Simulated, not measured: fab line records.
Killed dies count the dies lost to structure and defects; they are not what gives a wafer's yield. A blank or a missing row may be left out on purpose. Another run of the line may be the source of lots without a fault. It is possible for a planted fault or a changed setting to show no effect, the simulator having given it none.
Chamber matching | flow n5Finfet | N5_BEOL_M9_CMP_52 on cmp-03 has 4 sister chambers
The step polishes, stops on SiCOH lowk, t overpolish 7 s, target thk 140 nm. 20 wafers are shown with their chamber, then 10 later ones without.

## WAFERS WITH THEIR CHAMBER
wafer  | chamber | motorCurrentA (A) | clearingPlatenRpm (rpm) | timeToEndpointS (s)
L076.2 | 0       | 5.7               | 50.063                  | 64.1
L076.4 | 1       | 6.6               | 49.998                  | 68.9
L076.5 | 1       | 7.2               | 49.989                  | 65.2
L075.3 | 3       | 6.9               | 50.011                  | 61.9
L075.5 | 3       | 6.7               | 50.026                  | 66.9
L075.6 | 2       | 5.6               | 50.023                  | 68.6
L081.1 | 3       | 6.7               | 49.976                  | 61.6
L081.2 | 0       | 5.9               | 50.007                  | 64.2
L081.5 | 1       | 6.6               | 49.978                  | 63.8
L086.1 | 2       | 5.7               | 49.999                  | 67.1
L086.2 | 3       | 7.0               | 50.010                  | 67.3
L086.6 | 2       | 5.7               | 50.010                  | 69.2
L088.1 | 2       | 5.7               | 49.977                  | 67.3
L088.3 | 3       | 6.7               | 49.917                  | 63.3
L088.5 | 3       | 6.6               | 49.978                  | 62.6
L089.3 | 2       | 5.8               | 50.018                  | 66.1
L089.5 | 3       | 6.5               | 49.991                  | 64.3
L089.6 | 2       | 5.5               | 49.991                  | 63.7
L093.1 | 3       | 6.6               | 49.983                  | 59.7
L093.3 | 1       | 6.7               | 49.978                  | 60.3

SIGNATURES (means of the wafers above)
reading           | chamber 0 | chamber 1 | chamber 2 | chamber 3 | scatter within a chamber
motorCurrentA     | 5.800     | 6.775     | 5.667     | 6.713     | 0.178
clearingPlatenRpm | 50.03500  | 49.98575  | 50.00300  | 49.98650  | 0.0264
timeToEndpointS   | 64.150    | 64.550    | 67.000    | 63.450    | 2.56
Rule: a wafer's distance from a chamber is the root of the sum, over the readings, of the square of ((its reading less the chamber's mean) divided by the reading's scatter). The wafer belongs to the nearest chamber; if the next one is less than 2 further off, it can't be placed. The scatter: the root of (the sum of the squares of (reading less its chamber's mean) over the shown wafers, divided by (wafers less chambers)).

## WAFERS WITHOUT THEIR CHAMBER
wafer  | motorCurrentA (A) | clearingPlatenRpm (rpm) | timeToEndpointS (s)
L093.6 | 6.7               | 50.002                  | 57.0
L095.1 | 5.7               | 50.021                  | 61.1
L095.2 | 6.6               | 49.989                  | 62.2
L095.5 | 7.0               | 50.021                  | 61.6
L096.1 | 6.8               | 50.012                  | 63.3
L096.5 | 5.9               | 49.994                  | 66.3
L096.6 | 6.7               | 50.005                  | 64.5
L097.2 | 7.0               | 49.974                  | 59.9
L097.5 | 5.8               | 49.976                  | 64.1
L097.6 | 6.9               | 50.007                  | 59.8

## THE CHAMBER EACH PASSED THROUGH
wafer  | from the rows above     | in truth
L093.6 | can't be placed: 3 or 1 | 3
L095.1 | can't be placed: 0 or 2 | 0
L095.2 | can't be placed: 3 or 1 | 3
L095.5 | can't be placed: 1 or 3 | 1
L096.1 | can't be placed: 3 or 1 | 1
L096.5 | can't be placed: 2 or 0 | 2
L096.6 | can't be placed: 3 or 1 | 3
L097.2 | can't be placed: 3 or 1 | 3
L097.5 | can't be placed: 2 or 0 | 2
L097.6 | can't be placed: 3 or 1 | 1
Correctly placed: 0 of 10. Cannot be placed on the basis of these rows: 10; the candidates contain the true chamber in 10. 0 placed wrongly.
